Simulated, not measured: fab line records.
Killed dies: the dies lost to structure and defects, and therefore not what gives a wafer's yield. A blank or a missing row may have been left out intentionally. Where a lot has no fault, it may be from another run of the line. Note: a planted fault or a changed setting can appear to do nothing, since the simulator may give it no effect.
A struck lot beside a sound one / flow n5-finfet / 36 out of 1938 route steps
Sound: these wafers, L385.1, L385.2, L385.6. Struck: wafers L395.2, L395.4. (L395.5 of the same lot was not struck and is left out.) The cause comes at the end.
Per side, at each step with rows, come the tool, then ch with its chambers, and then its first start. Under that, the readings that differ: sound wafers / struck wafers / difference of the means / sigmas: that difference in standard deviations of wafers without a fault.
alike: readings whose means differ by less than 2 such deviations, and words and numbers that are the same on both sides. not compared: withheld readings, readings that some wafer has no value for, bounds like >300 that may hide the same value, and numbers for which the record gives no deviation and whose values overlap.
A row with sigmas, a row that says differs or no value, or rows on one side alone: a step with any of these is where the two part. Numbers that don't overlap but have no deviation are shown without sigmas and don't part them. A reading missing from all wafers of one side parts the sides only when that side holds two or more wafers.

first, 12 steps without rows for these wafers: N5_SD_EPI_P_STRIP_38 (strips in N2/H2); N5_SD_EPI_P_ETCHBACK_46 (etches SiNx in CH3F/O2, stops on SiO2, target depth 17.5 nm); N5_SD_EPI_P_ETCH_47 (etches SiOCN in CH3F/O2, target depth 25 nm); N5_SD_EPI_P_ETCH_16 (etches SiO2 in CHF3/O2, target depth 5 nm); N5_SD_EPI_P_STRIP_50 (strips in CHF3/O2); N5_SD_EPI_P_SD_RECESS_17 (chemistry HBr/Cl2/O2, target depth 39.1 nm, bt time 3 s); N5_SD_EPI_P_WET_ETCH_45 (etches SiO2 in dHF, time 10.7 s, target depth 2 nm, rinse time 30 s); N5_SD_EPI_P_STRIP_40 (strips in N2/H2); N5_SD_EPI_P_PRECLEAN_52 (cleans in O3/DIW, time 60 s); N5_SD_EPI_P_SRD_20 (time 30 s); N5_SD_EPI_P_PRECLEAN_51 (cleans in NF3:NH3, afs cycles 1, time 20 s, sublimation time 60 s); N5_SD_EPI_P_VAPOR_ETCH_44 (etches SiGe30 in NF3/Ar, time 3.3 s).
N5_SD_EPI_P_EPI_21: deposits SiGe:B, time 355 s.
  sound on epi-rpcvd-04 ch 0, day 3 06:38; struck on epi-rpcvd-04 ch 0, day 5 23:54
reading=epi-growth-time-s (s); sound=355 355 355; struck=467.87 467.87; difference=+112.87; sigmas=
reading=model.SiGe-B_of_SD_EPI_P_EPI_21.thk-nm (nm); sound=60.4 59.6 60.2; struck=74 73.6; difference=+14; sigmas=
  alike: lamp-inner-pct
N5_SD_EPI_P_EPI_MEAS_23:
  sound on film-metro-01, day 3 10:31; struck on film-metro-01, day 6 01:45
reading=thk-nm (nm); sound=59.4 57.7 60.5; struck=73.6 73.7; difference=+14.5; sigmas=+11
then, 20 steps without rows for these wafers: N5_SD_EPI_P_HM_STRIP_48 (strips SiNx in H3PO4, material SiNx, target depth 3 nm); N5_SD_EPI_P_SRD_49 (time 30 s); N5_SD_EPI_P_PRECLEAN_24 (cleans in O3/DIW, time 45 s); N5_SD_EPI_P_PRECLEAN_32 (cleans in dHF, time 10 s); N5_SD_EPI_P_PRECLEAN_33 (cleans in SC2, time 45 s); N5_SD_EPI_P_SRD_25 (time 30 s); N5_SD_ACTIVATION_RTA_00 (time 0 s); N5_SD_ACTIVATION_LSA_01 (time 0.0008 s); N5_ILD0_LINER_00 (material SiNx, target thk 4 nm, pulse time 1 s, purge time 2 s); N5_ILD0_FCVD_FILL_01 (material SiO2 flowable, target thk 200 nm, time 328.3 s); N5_ILD0_CURE_02 (time 1800 s); N5_ILD0_CMP_03 (polishes, stops on SiNx, t overpolish 1.9 s, target thk 197.38 nm); N5_ILD0_CMP_07 (polishes SiO2 flowable, stops on poly-Si, t overpolish 1.18 s, target thk 138.88 nm); N5_ILD0_PRECLEAN_10 (cleans in NF3:NH3, afs cycles 5, time 20 s, sublimation time 60 s); N5_ILD0_ALD_15 (deposits SiNx, target thk 24 nm, pulse time 1 s, ald cycles 480); N5_ILD0_CMP_12 (polishes SiNx, stops on poly-Si, t overpolish 6 s, target thk 17.67 nm); N5_SDB_HM_DEP_00 (deposits SiNx from SiH4/NH3/N2, target thk 40 nm, time 35.3 s); N5_SDB_COAT_03 (time 60 s, resist thk 100 nm); N5_SDB_COAT_04 (time 60 s, resist thk 18 nm); N5_SDB_COAT_05 (resist thk 90 nm).
N5_MOL_CONTACT_COAG_ETCH_110: etches Si in CF4/O2, target depth 2.5 nm, time 8 s.
  sound on rie-diel-03 ch 1,2,3, day 4 16:09; struck on rie-diel-02 ch 1,3, day 7 08:35
reading=model.SiGe-B_of_SD_EPI_P_EPI_21.thk-nm (nm); sound=57.6 56.8 57.4; struck=70.4 70.2; difference=+13.0; sigmas=
  alike: O2_flow_sccm, drypump-motor-current-A, oes-product-au, rf-vpp-V, showerhead-plenum-p-Torr, throttle-valve-pct
  not compared: rf-hours-counter-h
-- here the record skips 7 days between the struck wafers' starts before and after, leaving off in module MOL_CONTACT_COAG and picking up in module PASSIVATION (first step shown: number 1936 of the route) --
N5_PASSIVATION_PROBE_49:
  the record has rows for the struck wafers here (prober-02, day 14 18:00) and none for the sound ones

== WHERE THEY PART ==
Earliest at N5_SD_EPI_P_EPI_MEAS_23; latest, in this record, at N5_PASSIVATION_PROBE_49.

WHY: what had been put in by the simulator
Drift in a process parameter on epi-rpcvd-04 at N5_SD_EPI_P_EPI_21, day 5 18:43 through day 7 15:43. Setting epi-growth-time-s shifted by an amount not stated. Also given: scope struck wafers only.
